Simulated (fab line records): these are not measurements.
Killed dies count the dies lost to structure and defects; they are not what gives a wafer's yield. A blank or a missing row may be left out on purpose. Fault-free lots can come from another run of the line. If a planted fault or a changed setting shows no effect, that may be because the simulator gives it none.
Matching of chambers + flow n5_finfet + N5_BEOL_M13_ETCH_38 on rie_diel-04: 4 sister chambers
The step etches SiCN in CF4/N2, target depth 67.5 nm, time 71.9 s. 4 wafers are shown with their chamber, then 10 later ones without.

== EACH WAFER AND ITS CHAMBER ==
| wafer  | chamber | showerhead_plenum_p_Torr (Torr) |
|--------|---------|---------------------------------|
| L084.5 | 2       | 2.25                            |
| L086.1 | 0       | 2.28                            |
| L086.2 | 1       | 2.29                            |
| L087.1 | 3       | 2.16                            |

== WAFERS WITHOUT THEIR CHAMBER ==
| wafer  | showerhead_plenum_p_Torr (Torr) |
|--------|---------------------------------|
| L087.2 | 2.25                            |
| L087.5 | 2.16                            |
| L092.2 | 2.28                            |
| L092.4 | 2.24                            |
| L092.5 | 2.27                            |
| L093.2 | 2.24                            |
| L093.4 | 2.28                            |
| L093.6 | 2.16                            |
| L097.1 | 2.28                            |
| L097.6 | 2.28                            |

== WHICH CHAMBER EACH ONE RAN IN ==
| wafer  | from the rows above          | in truth |
|--------|------------------------------|----------|
| L087.2 | 2                            | 2        |
| L087.5 | 3                            | 3        |
| L092.2 | can't be placed: 0 or 1      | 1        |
| L092.4 | 2                            | 2        |
| L092.5 | can't be placed: 0 or 1 or 2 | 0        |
| L093.2 | 2                            | 2        |
| L093.4 | can't be placed: 0 or 1      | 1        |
| L093.6 | 3                            | 3        |
| L097.1 | can't be placed: 0 or 1      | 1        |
| L097.6 | can't be placed: 0 or 1      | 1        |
Placed correctly: 5 of 10. Cannot be placed on the basis of these rows: 5; the candidates contain the true chamber in 5. Placed wrongly: 0.
How it was worked out, from the rows above alone: a wafer's distance from a chamber is the root of the sum, over the readings, of the square of ((its reading less the chamber's mean) divided by the reading's scatter). The wafer belongs to the nearest chamber; if the next one is less than 2 further off, it can't be placed. The mean given for a chamber averages the wafers shown for that chamber. The scatter: root of mean squared gap, hidden wafer to nearest shown wafer, with one shown wafer a chamber.
